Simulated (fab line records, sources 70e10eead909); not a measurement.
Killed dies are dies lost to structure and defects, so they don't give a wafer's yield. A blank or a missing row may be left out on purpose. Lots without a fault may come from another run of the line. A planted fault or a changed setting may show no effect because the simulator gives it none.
One fault seen from 2 desks | flow nand_harc | each desk has only its own numbers; what lay behind them comes last

THE TOOL OWNER'S DESK: pecvd-03
The tool's own readings at NHARC_THIN_TSV_DEP_43 (deposits SiO2, target thk 1328.5 nm): means of the sampled wafers that have a number, for each lot that ran on this tool. A lot is out of limits, marked OUT, if its mean lies more than 4 standard deviations from the usual mean; the brackets give that distance.
Columns: A = rf_fwd_power_W at NHARC_THIN_TSV_DEP_43, usual 898.1 W; B = throttle_valve_pct at NHARC_THIN_TSV_DEP_43, usual 15.8 %
lot  | first seen here | A     | B
L486 | day 25 07:21    | 898.5 | 15.9
L485 | day 25 11:59    | 897.2 | 16.1
L488 | day 27 10:31    | 893.3 | 15.9
L489 | day 27 16:01    | 898.4 | 16.0
L492 | day 28 10:58    | 896.5 | 16.0
L494 | day 29 04:34    | 900.5 | 15.7
L495 | day 29 12:41    | 895.6 | 16.0
L493 | day 29 13:56    | 898.5 | 15.8
This desk's finding: nothing out of limits on any of the 8 lots.

THE METROLOGY DESK
What the gauges read, lot by lot, whatever tool the lot ran on: means of the sampled wafers that have a number. A lot is out of limits, marked OUT, if its mean lies more than 4 standard deviations from the usual mean; the brackets give that distance.
Columns: A = overlay_x_nm at NHARC_HYBRID_BOND_OVL_MEAS_05, usual -2 nm; B = overlay_y_nm at NHARC_HYBRID_BOND_OVL_MEAS_05, usual -2 nm
lot  | first seen here | A   | B
L481 | day 24 05:29    | -27 | -8
L483 | day 24 09:46    | -18 | -33
L486 | day 25 05:28    | 1   | -46
L485 | day 25 10:01    | 20  | -26
L490 | day 27 03:25    | 11  | 8
L488 | day 27 08:31    | 8   | 13
L487 | day 27 12:54    | -5  | -3
L489 | day 27 12:54    | 6   | -36
L492 | day 28 08:58    | -13 | 26
L494 | day 29 02:38    | -20 | 29
L495 | day 29 10:46    | -15 | -36
L493 | day 29 10:47    | 2   | 0
This desk's finding: nothing out of limits on any of the 12 lots.

PUT TOGETHER
The tool owner's desk saw nothing out of limits.
The metrology desk saw nothing out of limits.

WHAT THE SIMULATOR HAD PUT IN
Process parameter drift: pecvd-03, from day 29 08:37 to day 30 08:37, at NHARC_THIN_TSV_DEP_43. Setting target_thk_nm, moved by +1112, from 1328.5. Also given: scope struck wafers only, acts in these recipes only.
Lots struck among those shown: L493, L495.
